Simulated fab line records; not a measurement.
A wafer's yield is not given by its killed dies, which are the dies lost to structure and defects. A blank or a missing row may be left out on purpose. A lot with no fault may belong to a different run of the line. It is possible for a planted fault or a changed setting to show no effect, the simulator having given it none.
Chamber matching | flow n5Finfet | N5_BEOL_M10_CURE_72 on uvCure-03 has 3 sister chambers
The step cures SiCOH lowk, time 120 s. 6 wafers are shown with their chamber, then 7 later ones without.

== WAFERS WITH THEIR CHAMBER ==
wafer  | chamber | wafer_temp_C_max | lampPowerPct (%)
L082.4 | 1       | 371.9            | 52.24
L082.6 | 1       | 371.7            | 52.18
L089.3 | 2       | 371.6            | 52.29
L089.4 | 2       | 371.0            | 52.31
L090.1 | 0       | 371.1            | 52.19
L090.4 | 0       | 371.1            | 52.40

== WAFERS WITH NO CHAMBER GIVEN ==
wafer  | wafer_temp_C_max | lampPowerPct (%)
L090.6 | 370.6            | 52.37
L093.3 | 372.7            | 52.28
L093.4 | 373.9            | 52.43
L093.5 | 371.7            | 52.31
L092.4 | 372.5            | 52.33
L092.5 | 372.5            | 52.32
L092.6 | 372.5            | 52.29

== WHICH CHAMBER EACH WENT THROUGH ==
wafer  | from the rows above          | in truth
L090.6 | can't be placed: 0 or 2      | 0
L093.3 | can't be placed: 1 or 2      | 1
L093.4 | can't be placed: 1 or 2      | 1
L093.5 | can't be placed: 1 or 2 or 0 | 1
L092.4 | can't be placed: 1 or 2      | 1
L092.5 | can't be placed: 1 or 2      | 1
L092.6 | can't be placed: 1 or 2      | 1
0 of 7 placed correctly. Cannot be placed on the basis of these rows: 7; the candidates contain the true chamber in 7. Wrongly placed: 0.
How it was worked out, from the rows above alone: a wafer's distance from a chamber is the root of the sum, over the readings, of the square of ((its reading less the chamber's mean) divided by the reading's scatter). The wafer belongs to the nearest chamber; if the next one is less than 2 further off, it can't be placed. Each chamber's mean is taken over the wafers shown for it. The scatter: take each reading less its chamber's mean, square it, sum over the shown wafers, divide by the number of wafers less the number of chambers, and take the root.
